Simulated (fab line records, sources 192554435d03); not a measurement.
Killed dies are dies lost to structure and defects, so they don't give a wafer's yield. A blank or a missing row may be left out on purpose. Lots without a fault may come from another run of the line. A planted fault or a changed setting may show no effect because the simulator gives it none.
fab line records | flow n5_finfet
record lots=9 wafers=26 last_day=19
route steps=1938 shown BEOL_M4@1111 BEOL_M10@1513 BEOL_M11@1536 PASSIVATION@1936
lots that met no fault: from a run of the same line without faults
start_h: hours from the record's first day to the start of the lot's first wafer shown | wait_h: hours since the lot's step before | " the same as in the row above | L1.1+2: a row that stands for several wafers | - no value, or no start given | * or withheld: withheld | < > ~ a bound
route shown NAME@n: a module of which the file shows steps, and the number in the route of the first | usual: mean/standard deviation of fault-free wafers | same: alike in all rows | chamber/n: place in a boat | sites: the reading at each site | _std_site: their standard deviation | _edge_site: outer sites' mean less inner sites' | radius_mm: how far each site lies from the wafer's centre | mask NAME#n: copy n | behind: the tool/chamber that last shaped the wafer | hold: why the lot was held/for how many hours/how that ended | device: the transistor (n, p or np) that didn't switch | end of line: the same wafers' tests at the end of the route | a step without rows: its recipe alone | killed: dies lost to structure and defects at the first sort, not the wafer's yield | map: a wafer's dies, x killed, . not, _ none there
set.NAME: the setting as run; set.NAME@STEP: as run at that earlier step | model.NAME: the simulator's own value behind a step, which no gauge read
steps of the route over a sample of lots; a table a step, a row a wafer
services: from which hour (start_h, from the record's first day; less than 0 if before it) a tool's chamber was out of use, for how many hours, and why
## steps
# step N5_BEOL_M4_RC_MEAS_101
# usual DIBL_N=36.5/1.9 DIBL_P=36.4/2.2 IOFF_N=0.17/0.034 IOFF_P=0.21/0.036 ION_N=678/12 ION_P=462/7.1 SS_N=71.7/0.61 SS_P=73.4/0.71 VT_N=249/3.5 VT_P=-251/3
# columns lot.wafer tool chamber start_h wait_h DIBL_N[mV/V] DIBL_P[mV/V] IOFF_N[nA/um] IOFF_P[nA/um] ION_N[uA/um] ION_P[uA/um] SS_N[mV/dec] SS_P[mV/dec] VT_N[mV] VT_P[mV]
L945.2 prober-01 0 185.84 0.2 37.7 37.9 0.21 0.25 689 467 72.5 74.7 244 -249
L945.3 " 0 " " 36.6 37.3 0.18 0.23 679 465 71.9 74.8 248 -250
L945.5 " 0 " " 37.5 37.5 0.19 0.23 683 461 72.7 73.5 246 -251
L947.3 prober-02 0 204.51 0.3 39.2 39.0 0.22 0.23 689 462 72.0 74.0 246 -252
L947.6 " 0 " " 39.5 38.4 0.22 0.24 677 464 72.4 73.7 245 -252
L950.1 prober-02 0 209.41 0.0 38.1 38.5 0.20 0.25 687 464 71.9 73.6 246 -249
L950.4 " 0 " " 35.4 33.8 0.14 0.18 670 456 71.4 72.7 251 -252
L950.6 " 0 " " 39.0 39.9 0.22 0.28 688 473 72.3 74.6 245 -248
L952.1 prober-02 0 238.07 0.0 34.9 34.9 0.15 0.20 681 470 71.3 73.2 247 -250
L952.3 " 0 " " 35.3 33.9 0.15 0.19 666 458 71.8 72.7 249 -248
L952.6 " 0 " " 34.3 33.7 0.14 0.19 667 469 71.0 72.7 250 -253
L954.1 prober-01 0 249.88 0.0 38.7 38.9 0.20 0.23 692 470 72.4 74.4 244 -250
L954.4 " 0 " " 37.5 38.0 0.18 0.21 691 467 72.1 73.2 249 -252
L954.5 " 0 " " 36.0 35.6 0.14 0.17 664 457 71.6 73.2 254 -256
L955.1 prober-02 0 254.45 0.0 34.8 36.8 0.14 0.22 680 472 71.0 72.4 249 -247
L955.5 " 0 " " 35.9 37.5 0.16 0.22 672 464 72.0 72.7 249 -249
L955.6 " 0 " " 38.4 41.5 0.22 0.30 706 483 72.2 73.6 243 -243
L964.2 prober-01 0 298.12 0.2 36.8 38.1 0.18 0.22 676 468 71.6 73.6 248 -252
L964.3 " 0 " " 35.3 37.1 0.16 0.19 673 456 72.2 72.8 251 -254
L964.5 " 0 " " 35.3 37.4 0.17 0.20 689 470 72.2 72.9 249 -252
L967.1 prober-01 0 333.86 0.0 33.3 33.5 0.13 0.15 663 460 71.1 72.2 250 -253
L967.5 " 0 " " 37.5 38.2 0.19 0.21 677 459 72.0 73.9 248 -250
L967.6 " 0 " " 36.8 36.7 0.18 0.20 680 460 71.3 73.4 244 -252
L968.1 prober-01 0 347.71 0.0 36.4 35.3 0.16 0.21 669 459 71.8 73.7 250 -250
L968.3 " 0 " " 34.1 32.6 0.13 0.17 673 464 71.4 72.4 253 -253
L968.5 " 0 " " 34.1 32.6 0.13 0.18 676 466 71.1 73.0 251 -252
# step N5_BEOL_M10_ETCH_41
# recipe chemistry=CH3F/O2 target=SiCN target_depth_a=426 taper_deg=2 time_s=86 ion_energy_ev=120 mask_material=TiN pressure_mtorr=30 source_w=395 bias_w=75 Ar_flow_sccm=150 CH3F_flow_sccm=30 O2_flow_sccm=20
# usual bias_w=74.97/0.23 chamber_pressure_mTorr=29.997/0.027 drypump_motor_current_A=5.5/0.34 oes_product_au=0.80/0.055 rf_vpp_V=297.6/1.8 showerhead_plenum_p_Torr=2.02/0.08 throttle_valve_pct=16.27/0.16
# columns lot.wafer tool chamber start_h wait_h bias_w chamber_pressure_mTorr drypump_motor_current_A oes_product_au rf_hours_counter_h rf_vpp_V showerhead_plenum_p_Torr throttle_valve_pct
L945.2 rie_diel-04 1 - - 75.01 29.989 6.5 0.86 70 296.7 1.95 16.59
L945.3 " 3 " " 74.74 30.035 5.9 0.90 28 299.4 2.12 16.28
L945.5 " 1 " " 74.73 29.983 6.5 0.85 - 296.2 1.95 16.57
L947.3 rie_diel-03 3 - - 74.99 30.007 5.4 0.75 112 299.5 2.09 16.14
L947.6 " 0 " " 75.09 29.980 5.4 0.74 - 295.3 1.92 16.37
L950.1 rie_diel-04 0 - - 75.18 30.006 5.1 0.89 19 297.4 1.97 16.28
L950.4 " 1 " " 74.99 30.004 6.5 0.83 81 296.5 1.95 16.59
L950.6 " 2 " " 74.76 30.011 5.4 0.78 - 297.2 2.01 16.07
L952.1 rie_diel-03 0 - - 75.14 29.969 5.4 0.73 167 296.6 1.92 16.39
L952.3 " 1 " " 75.34 30.053 5.3 0.84 72 299.5 2.12 16.04
L952.6 " 0 " " 75.40 30.032 5.4 0.73 - 296.2 1.92 16.39
L954.1 rie_diel-04 2 - - 75.12 29.968 5.4 0.77 135 297.1 2.01 16.11
L954.4 " 1 " " 75.30 30.004 6.5 0.82 92 296.4 1.95 16.61
L954.5 " 3 " " 75.10 29.995 5.9 0.84 - 299.3 2.11 16.33
L955.1 rie_diel-01 1 - - 74.77 29.949 5.2 0.84 48 298.3 2.03 16.11
L955.5 " 0 " " 75.11 29.972 5.5 0.82 - 297.2 1.96 16.29
L955.6 " 1 " " 74.70 30.023 5.2 0.84 - 298.9 2.03 16.12
L964.2 rie_diel-01 1 - - 75.06 29.976 5.3 0.83 60 296.6 2.03 16.15
L964.3 " 2 " " 75.27 30.000 5.9 0.88 41 300.9 2.12 16.27
L964.5 " 2 " " 74.90 29.998 5.9 0.89 - 301.4 2.12 16.25
L967.1 rie_diel-01 0 - - 75.03 29.964 5.5 0.78 93 295.9 1.95 16.35
L967.5 " 2 " " 75.13 29.989 5.9 0.86 - 299.5 2.12 16.27
L967.6 " 0 " " 74.91 29.958 5.5 0.79 - 296.8 1.95 16.34
L968.1 rie_diel-01 2 - - 74.98 30.067 5.9 0.85 68 300.0 2.12 16.31
L968.3 " 1 " " 74.80 30.035 5.2 0.80 87 298.8 2.02 16.23
L968.5 " 0 " " 74.92 30.017 5.5 0.78 - 296.2 1.94 16.36
# step N5_BEOL_M10_STRIP_77
# recipe chemistry=N2/H2 time_s=10 power_w=450 temp_c=40 pressure_mtorr=20 rf_frequency_hz=6e+07 bias_power_w=7 n2_flow_sccm=200 h2_flow_sccm=200
# usual bias_power_w=7.001/0.024 chamber_pressure_mTorr=20.001/0.018 drypump_motor_current_A=5.5/0.34 n2_flow_sccm=200.0/0.61 oes_product_au=0.80/0.053 rf_vpp_V=59.1/0.93 showerhead_plenum_p_Torr=2.56/0.1 throttle_valve_pct=23.56/0.25
# columns lot.wafer tool chamber start_h wait_h bias_power_w chamber_pressure_mTorr drypump_motor_current_A n2_flow_sccm oes_product_au rf_hours_counter_h rf_vpp_V showerhead_plenum_p_Torr throttle_valve_pct
L945.2 rie_diel-04 1 - - 6.974 19.997 6.5 199.8 0.84 70 60.3 2.46 24.11
L945.3 " 3 " " 6.984 20.011 5.9 200.1 0.90 28 60.1 2.70 23.83
L945.5 " 1 " " 7.002 20.010 6.5 200.5 0.84 - 57.3 2.46 24.13
L947.3 rie_diel-03 3 - - 7.002 19.990 5.4 199.8 0.78 112 57.8 2.66 23.41
L947.6 " 0 " " 7.059 20.031 5.4 200.1 0.74 - 58.2 2.44 23.53
L950.1 rie_diel-04 0 - - 7.061 20.002 5.1 201.0 0.88 19 59.3 2.47 23.24
L950.4 " 1 " " 7.006 20.022 6.5 199.4 0.83 81 58.3 2.46 24.14
L950.6 " 2 " " 7.001 20.016 5.4 199.0 0.78 - 58.8 2.54 23.20
L952.1 rie_diel-03 0 - - 6.961 19.978 5.4 199.9 0.74 167 58.1 2.44 23.52
L952.3 " 1 " " 7.008 20.023 5.3 200.5 0.83 72 59.7 2.66 23.26
L952.6 " 0 " " 6.978 20.019 5.4 198.7 0.73 - 59.6 2.44 23.55
L954.1 rie_diel-04 2 - - 7.024 19.989 5.4 200.0 0.78 135 58.7 2.54 23.20
L954.4 " 1 " " 7.015 20.022 6.5 199.7 0.82 92 58.6 2.45 24.14
L954.5 " 3 " " 6.996 19.996 5.8 199.1 0.86 - 60.4 2.69 23.86
L955.1 rie_diel-01 1 - - 7.029 20.015 5.2 200.6 0.84 48 59.3 2.59 23.48
L955.5 " 0 " " 7.023 20.024 5.5 199.2 0.83 - 57.9 2.46 23.64
L955.6 " 1 " " 7.017 20.008 5.2 200.5 0.85 - 58.9 2.59 23.49
L964.2 rie_diel-01 1 - - 7.016 19.982 5.3 200.2 0.83 60 56.7 2.59 23.50
L964.3 " 2 " " 7.042 19.986 6.0 199.2 0.88 41 60.7 2.69 23.84
L964.5 " 2 " " 7.042 20.025 5.9 200.5 0.87 - 60.3 2.69 23.85
L967.1 rie_diel-01 0 - - 6.946 20.012 5.5 200.5 0.79 93 58.5 2.45 23.67
L967.5 " 2 " " 6.957 20.004 6.0 199.8 0.85 - 60.0 2.68 23.87
L967.6 " 0 " " 6.983 20.008 5.5 199.8 0.79 - 59.6 2.45 23.68
L968.1 rie_diel-01 2 - - 6.967 20.007 6.0 199.7 0.84 68 58.6 2.67 23.87
L968.3 " 1 " " 7.000 19.979 5.2 199.9 0.79 88 58.5 2.58 23.54
L968.5 " 0 " " 7.003 20.042 5.5 199.7 0.77 - 59.3 2.44 23.69
# step N5_BEOL_M10_ALD_74
# recipe material=TaN target_thk_a=20 temp_c=275 ald_precursor_family=PDMAT ald_co_reactant=NH3 pressure_torr=3 carrier_flow_sccm=1500 pulse_time_s=2 purge_time_s=3 co_reactant_purge_time_s=2 co_reactant_pulse_time_s=3 ald_cycles=40 precursor_vessel_temp_c=75 precursor_vessel_pressure_torr=26.25 precursor_vessel_carrier_sccm=1000
# usual heater_power_w=435/61 precursor_vessel_temp_c=75.00/0.12
# columns lot.wafer tool chamber start_h wait_h heater_power_w precursor_vessel_temp_c
L945.2 ald_metal-03 2 243.87 0.1 338 75.08
L945.3 " 1 " " 401 74.87
L945.5 " 3 " " 393 74.98
L947.3 ald_metal-02 2 255.96 0.0 410 74.96
L947.6 " 1 " " 476 75.02
L950.1 ald_metal-03 2 279.26 0.1 334 75.18
L950.4 " 0 " " 520 74.98
L950.6 " 1 " " 402 75.00
L952.1 ald_metal-01 1 295.19 0.1 548 75.31
L952.3 " 3 " " 389 74.89
L952.6 " 3 " " 395 75.15
L954.1 ald_metal-03 2 315.03 0.1 324 74.69
L954.4 " 3 " " 388 74.78
L954.5 " 2 " " 343 74.86
L955.1 ald_metal-01 3 315.73 0.0 388 75.09
L955.5 " 0 " " 401 75.12
L955.6 " 1 " " 546 75.10
L964.2 ald_metal-01 1 349.40 0.0 565 75.09
L964.3 " 3 " " 392 74.93
L964.5 " 1 " " 552 74.91
L967.1 ald_metal-01 1 396.77 0.2 549 75.10
L967.5 " 2 " " 479 75.09
L967.6 " 1 " " 539 74.82
L968.1 ald_metal-02 1 418.00 0.0 469 74.80
L968.3 " 2 " " 416 74.89
L968.5 " 0 " " 412 74.70
# step N5_BEOL_M11_ILD_DEP_00
# recipe material=SiCOH_lowk target_thk_a=3085.1 temp_c=300 precursor=DEMS/porogen pressure_torr=5 rf_w=500 time_s=58
# usual heater_power_w=295/54 run_length_s=100.9/0.47 showerhead_plenum_p_Torr=5.737/0.022 throttle_valve_pct=13.7/0.55
# columns lot.wafer tool chamber start_h wait_h heater_power_w run_length_s showerhead_plenum_p_Torr throttle_valve_pct
L945.2 pecvd-04 2 246.89 0.0 276 100.3 5.749 13.5
L945.3 " 1 " " 254 100.5 5.733 13.9
L945.5 " 1 " " 259 100.6 5.733 14.1
L947.3 pecvd-04 2 257.81 0.0 302 100.7 5.762 13.2
L947.6 " 0 " " 187 101.8 5.748 14.4
L950.1 pecvd-03 0 281.72 0.0 236 100.7 5.724 13.6
L950.4 " 0 " " 246 100.6 5.738 13.5
L950.6 " 2 " " 362 100.4 5.696 13.4
L952.1 pecvd-03 0 298.52 0.0 290 100.8 5.723 13.3
L952.3 " 2 " " 321 100.5 5.689 13.4
L952.6 " 1 " " 398 100.2 5.743 13.8
L954.1 pecvd-03 2 317.36 0.0 360 79.3 5.713 13.3
L954.4 " 1 " " 401 79.0 5.744 13.6
L954.5 " 2 " " 355 79.2 5.690 13.5
L955.1 pecvd-03 1 318.74 0.0 391 79.0 5.734 13.8
L955.5 " 2 " " 355 79.5 5.705 13.6
L955.6 " 1 " " 389 79.1 5.737 13.7
L964.2 pecvd-04 1 350.95 0.0 248 101.0 5.756 14.2
L964.3 " 2 " " 282 100.9 5.755 13.7
L964.5 " 2 " " 287 100.4 5.750 13.6
L967.1 pecvd-01 2 400.44 0.0 252 101.7 5.717 13.6
L967.5 " 2 " " 262 102.0 5.710 13.7
L967.6 " 1 " " 312 100.6 5.742 14.3
L968.1 pecvd-01 1 421.40 0.0 245 100.8 5.730 13.8
L968.3 " 2 " " 247 101.5 5.737 13.5
L968.5 " 0 " " 351 100.9 5.788 12.6
# step N5_BEOL_M11_THK_MEAS_01
# recipe reads=SiCOH_lowk_of_BEOL_M11_ILD_DEP_00
# usual M11_ILD_THK=268/3.4
# columns lot.wafer tool chamber start_h wait_h M11_ILD_THK[nm]
L945.2 film_metro-01 - 247.51 0.4 266
L945.3 " - " " 270
L945.5 " - " " 271
L947.3 film_metro-01 - 258.40 0.3 264
L947.6 " - " " 273
L950.1 film_metro-02 - 282.34 0.4 264
L950.4 " - " " 268
L950.6 " - " " 262
L952.1 film_metro-02 - 299.11 0.4 269
L952.3 " - " " 264
L952.6 " - " " 270
L954.1 film_metro-01 - 317.95 0.4 166
L954.4 " - " " 167
L954.5 " - " " 166
L955.1 film_metro-01 - 319.33 0.4 171
L955.5 " - " " 170
L955.6 " - " " 171
L964.2 film_metro-01 - 351.55 0.4 267
L964.3 " - " " 267
L964.5 " - " " 271
L967.1 film_metro-02 - 401.03 0.4 262
L967.5 " - " " 271
L967.6 " - " " 273
L968.1 film_metro-01 - 421.99 0.4 267
L968.3 " - " " 264
L968.5 " - " " 265
# step N5_PASSIVATION_PROBE_49
# usual defect_limited_yield=91.0/1.5 killed_at_M0_to_M3=35/11 killed_at_M4_up=13/5 killed_at_contacts=12/5.9 killed_at_front_end=42/13 killed_at_other=3/3.2 killed_dies=106/18 killed_on_rim=14/4.2 killed_open=69/13 killed_short=35/8.9 sort_bin_5_function=5.2/0.95 sort_bin_6_memory=3.3/0.71 sort_n_pass=1074/18 sort_yield_pct=91.0/1.5
# same gross_dies=1180 killed_at_back_side=0 sort_bin_4_leakage[%]=0 sort_bin_8_speed[%]=0
# columns lot.wafer tool chamber start_h wait_h defect_limited_yield[%] killed_at_M0_to_M3 killed_at_M4_up killed_at_contacts killed_at_front_end killed_at_other killed_dies killed_on_rim killed_open killed_short sort_bin_5_function[%] sort_bin_6_memory[%] sort_n_pass sort_yield_pct[%]
L954.1 prober-02 - 363.27 0.0 87.5 49 48 6 32 12 147 46 65 47 5.3 3.5 1033 87.5
L954.4 prober-02 - 363.42 0.2 64.6 66 292 5 54 1 418 84 86 47 6.8 4.2 762 64.6
L954.5 prober-02 - 363.47 0.2 86.0 43 93 6 21 2 165 59 53 33 4.3 3.2 1015 86.0
L955.1 prober-01 - 366.84 0.0 92.0 31 22 6 28 7 94 15 52 37 4.4 3.0 1086 92.0
L955.5 prober-01 - 367.04 0.2 92.1 26 21 5 40 1 93 11 59 30 4.5 3.1 1087 92.1
L955.6 prober-01 - 367.09 0.3 91.8 27 25 3 38 4 97 11 66 22 4.3 2.7 1083 91.8
# killed by level:class
L954.1 BEOL_M11:area_dep=34 FIN_SAQP:geometric_particle:open=12 BEOL_M3:geometric_particle:open=11 BEOL_M0_SAQP:geometric_particle:short=9 FIN_SAQP:geometric_particle:short=7 BEOL_M2:geometric_particle:short=7 BEOL_M0_SAQP:geometric_particle:open=6 MIM_TOP_ETCH:geometric_particle:open=6
L954.4 BEOL_M11:area_dep=284 FIN_SAQP:geometric_particle:open=16 BEOL_M1:geometric_particle:open=13 STI_FIN_REVEAL:geometric_particle:open=11 BEOL_M0_SAQP:geometric_particle:short=11 BEOL_M0_SAQP:geometric_particle:open=10 FIN_SAQP:geometric_particle:short=8 BEOL_M3:geometric_particle:open=7
L954.5 BEOL_M11:area_dep=76 BEOL_M1:geometric_particle:open=9 BEOL_M0_SAQP:geometric_particle:short=8 BEOL_M3:geometric_particle:open=6 MOL_CONTACT_COAG:geometric_particle:open=5 BEOL_M1:geometric_particle:short=5 BEOL_M3:geometric_particle:short=5 STI_FIN_REVEAL:geometric_particle:open=4
L955.1 BEOL_M0_SAQP:geometric_particle:short=12 BEOL_M4:geometric_particle:open=10 BEOL_M0_SAQP:geometric_particle:open=6 FIN_SAQP:geometric_particle:open=4 STI_FIN_REVEAL:geometric_particle:open=4 GATE_CUT:geometric_particle:short=4 MOL_CONTACT_COAG:geometric_particle:open=4 BEOL_M2:geometric_particle:open=4
L955.5 BEOL_M3:geometric_particle:open=11 FIN_SAQP:geometric_particle:open=8 BEOL_M2:geometric_particle:open=8 BEOL_M4:geometric_particle:open=8 GATE_CUT:geometric_particle:short=6 MOL_CONTACT_COAG:geometric_particle:open=5 FIN_SAQP:geometric_particle:short=4 STARTING-WAFER:geometric_particle:open=4
L955.6 DUMMY_GATE:geometric_particle:open=9 BEOL_M3:geometric_particle:open=9 BEOL_M11:area_dep=9 STI_FIN_REVEAL:geometric_particle:open=8 BEOL_M4:geometric_particle:open=8 BEOL_M1:geometric_particle:open=4 GATE_CUT:geometric_particle:short=4 FIN_SAQP:geometric_particle:short=3
## services
# columns tool chamber start_h hours kind
pecvd-03 - 222.51 6.0 pm
rie_diel-01 - 238.21 2.8 pm
pecvd-04 0 245.24 6.4 repair
rie_diel-01 2 246.55 8.5 repair
ald_metal-01 0 268.20 23.7 repair
pecvd-03 1 278.44 12.3 repair
ald_metal-01 3 283.16 4.9 repair
rie_diel-01 1 287.24 4.2 repair
pecvd-03 0 300.65 12.7 repair
rie_diel-03 3 307.29 5.7 repair
pecvd-01 0 310.77 1.8 repair
ald_metal-01 0 317.71 9.4 repair
pecvd-04 1 321.81 5.6 repair
rie_diel-04 2 323.48 19.8 repair
pecvd-01 - 326.53 0.5 repair
pecvd-01 - 330.65 0.3 repair
pecvd-01 - 332.47 1.4 repair
ald_metal-02 - 348.31 4.3 pm
rie_diel-03 1 365.16 4.2 repair
rie_diel-01 - 366.85 0.9 repair
rie_diel-03 2 375.72 4.9 repair
rie_diel-04 - 381.01 2.8 pm
ald_metal-03 - 393.16 2.8 pm
pecvd-04 - 398.81 2.8 pm
## key
first_sign step=N5_BEOL_M11_ILD_DEP_00 reading=run_length_s direction=down sigmas=47 usual=* struck=*
effect step=N5_BEOL_M11_THK_MEAS_01 reading=M11_ILD_THK direction=down sigmas=29 usual=268 struck=168
effect step=N5_PASSIVATION_PROBE_49 reading=killed_at_M4_up direction=up sigmas=14 usual=13 struck=84 wafers_moved=3
more_kills_born_at N5_BEOL_M11_ILD_DEP_00@pecvd-03=404
met_at N5_BEOL_M11_ILD_DEP_00
struck_lots L954,L955
not_acting_at N5_BEOL_M10_ETCH_41,N5_BEOL_M10_STRIP_77,N5_BEOL_M10_ALD_74
onset_between 298.52 317.36
fault kind=process_parameter_drift tool=pecvd-03 chamber=- onset_h=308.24 steps=N5_BEOL_M11_ILD_DEP_00 channel=time_s offset=* shape=step end_h=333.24 acts_in=* stated=*
